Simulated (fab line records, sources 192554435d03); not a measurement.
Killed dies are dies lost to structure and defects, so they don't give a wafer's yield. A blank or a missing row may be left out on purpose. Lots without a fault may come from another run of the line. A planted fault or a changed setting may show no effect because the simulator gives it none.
Split-lot experiment | flow n5_finfet | 7 lots, 21 wafers read, on a route of 1938 steps

THE SPLIT
At N5_BEOL_M6_TRENCH_ETCH_37 (etches SiCOH lowk in C4F6/O2, target depth 94.435 nm, time 31.5 s), the setting time_s was moved away from the recipe's 31.5 s on 7 of the 21 wafers read, by -17.7% to +22.3%. The other wafers ran this setting at the recipe's value.

FROM THE SPLIT TO THE READING: what the file shows between them, 12 steps
- N5_BEOL_M6_ETCH_41: etches SiCN in CH3F/O2, target depth 29.7 nm, time 52 s
- N5_BEOL_M6_STRIP_80: strips in N2/H2, time 10 s
- N5_BEOL_M6_OCD_MEAS_38
- N5_BEOL_M6_ALD_77: deposits TaN, target thk 2 nm, pulse time 2 s, purge time 3 s (also split here: ald_cycles)
- N5_BEOL_M6_SURFACE_TREAT_79
- N5_BEOL_M6_CVD_78: deposits Co from CCTBA/H2, target thk 2 nm, time 142.3 s
- N5_BEOL_M6_ECD_50: material Cu, target thk 300 nm
- N5_BEOL_M6_ANNEAL_51: time 90 s
- N5_BEOL_M6_CMP_52: polishes, stops on SiCOH lowk, t overpolish 6.9 s, target thk 80 nm
- N5_BEOL_M6_THK_MEAS_53: measures by xrf
- N5_BEOL_M6_PRE_CLEAN_55: time 15 s
- N5_BEOL_M6_DEP_56: deposits SiCN from 3MS/NH3, target thk 10 nm, time 17.5 s

THE READING
M6_RS, in ohm/sq, at N5_BEOL_M6_RS_MEAS_57 (measures by four-point-probe). Fault-free wafers of this fab line usually give 0.287 ohm/sq, standard deviation 0.0071 ohm/sq.

wafer  | tool, chamber at the split | time_s as run, s | against the recipe | M6_RS, ohm/sq | against lot-mates on the recipe
L079.1 | rie_diel-04, 3             | 25.94            | -17.7%             | 0.387         | no lot-mate on the recipe
L079.2 | rie_diel-04, 2             | 25.94            | -17.7%             | 0.382         | no lot-mate on the recipe
L079.6 | rie_diel-04, 2             | 25.94            | -17.7%             | 0.383         | no lot-mate on the recipe
L081.3 | rie_diel-06, 2             | 31.5             | recipe             | 0.287         | -
L081.5 | rie_diel-06, 0             | 29.67            | -5.8%              | 0.307         | +0.017
L081.6 | rie_diel-06, 1             | 31.5             | recipe             | 0.293         | -
L082.1 | rie_diel-06, 1             | 31.5             | recipe             | 0.290         | -
L082.2 | rie_diel-06, 2             | 28.59            | -9.2%              | 0.328         | +0.038
L082.3 | rie_diel-06, 0             | 28.59            | -9.2%              | 0.334         | +0.044
L086.3 | rie_diel-04, 1             | 31.5             | recipe             | 0.288         | -
L086.5 | rie_diel-04, 2             | 31.5             | recipe             | 0.286         | -
L086.6 | rie_diel-04, 3             | 31.5             | recipe             | 0.283         | -
L088.1 | rie_diel-04, 2             | 31.5             | recipe             | 0.286         | -
L088.2 | rie_diel-04, 3             | 31.5             | recipe             | 0.283         | -
L088.4 | rie_diel-04, 1             | 31.5             | recipe             | 0.295         | -
L093.3 | rie_diel-04, 3             | 31.5             | recipe             | 0.283         | -
L093.4 | rie_diel-04, 2             | 31.5             | recipe             | 0.291         | -
L093.5 | rie_diel-04, 3             | 38.51            | +22.3%             | 0.219         | -0.068
L095.1 | rie_diel-06, 0             | 31.5             | recipe             | 0.286         | -
L095.2 | rie_diel-06, 3             | 31.5             | recipe             | 0.287         | -
L095.4 | rie_diel-06, 1             | 31.5             | recipe             | 0.278         | -

THE FIT
A straight line over all 21 wafers: M6_RS changes by -0.00451 ohm/sq for each +1% of time_s; r = -0.97; the points scatter about the line by 0.01 ohm/sq.
The same after taking each lot's own level away (the mean of its wafers on the recipe; 18 wafers): -0.00338 ohm/sq for each +1%; r = -0.97; scatter 0.0052 ohm/sq.
On that fit, the largest move of time_s shifts the reading by 0.075 ohm/sq.
The lots' own levels span 0.2837 to 0.2900 ohm/sq, that is 0.9 times the standard deviation above.
So the lot-to-lot level changes the slope: the two fits differ.
Check: with one of the wafers moved furthest among these (+22.3%) left out of the fit, the line predicts -0.0939 ohm/sq for it against its lot-mates. It came out at -0.068 ohm/sq against them.

OTHER SPLITS ON THESE WAFERS
These wafers also went through other splits before the reading. Each is held against what the fit with the lots' levels taken away leaves over:
other split on the same wafers | wafers away from the commonest value | r with M6_RS (lot level and that fit taken away)
N5_BEOL_M6_ALD_77 ald_cycles   | 6                                    | -0.59

THE WHOLE CHAIN: every reading that the file lists as answering this split, in the file's order
step                      | what it does                                                        | reading                                                                          | change (the file's fit)                | r (the file's)
N5_BEOL_M6_TRENCH_ETCH_37 | etches SiCOH lowk in C4F6/O2, target depth 94.435 nm, time 31.5 s   | etch.depth_nm (the simulator's own value, which no gauge read)                   | +0.912 nm for each +1% of the setting  | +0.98
N5_BEOL_M6_TRENCH_ETCH_37 | etches SiCOH lowk in C4F6/O2, target depth 94.435 nm, time 31.5 s   | BEOL_M6.feature_depth_nm (the simulator's own value, which no gauge read)        | +0.906 nm for each +1% of the setting  | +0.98
N5_BEOL_M6_TRENCH_ETCH_37 | etches SiCOH lowk in C4F6/O2, target depth 94.435 nm, time 31.5 s   | TiN_of_BEOL_M6_HM_DEP_02.thk_nm (the simulator's own value, which no gauge read) | -0.0303 nm for each +1% of the setting | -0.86
N5_BEOL_M6_OCD_MEAS_38    |                                                                     | trench_depth_nm                                                                  | +0.908 nm for each +1% of the setting  | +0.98
N5_BEOL_M6_CMP_52         | polishes, stops on SiCOH lowk, t overpolish 6.9 s, target thk 80 nm | Cu_of_BEOL_M6_ECD_50.thk_nm (the simulator's own value, which no gauge read)     | +0.915 nm for each +1% of the setting  | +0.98
N5_BEOL_M6_THK_MEAS_53    | measures by xrf                                                     | M6_THK                                                                           | +0.929 for each +1% of the setting     | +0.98
N5_BEOL_M6_RS_MEAS_57     | measures by four-point-probe                                        | M6_RS                                                                            | -0.00324 for each +1% of the setting   | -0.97

THE FILE'S OWN FIT
M6_RS changes by -0.00324 ohm/sq for each +1% of time_s, r = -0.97.
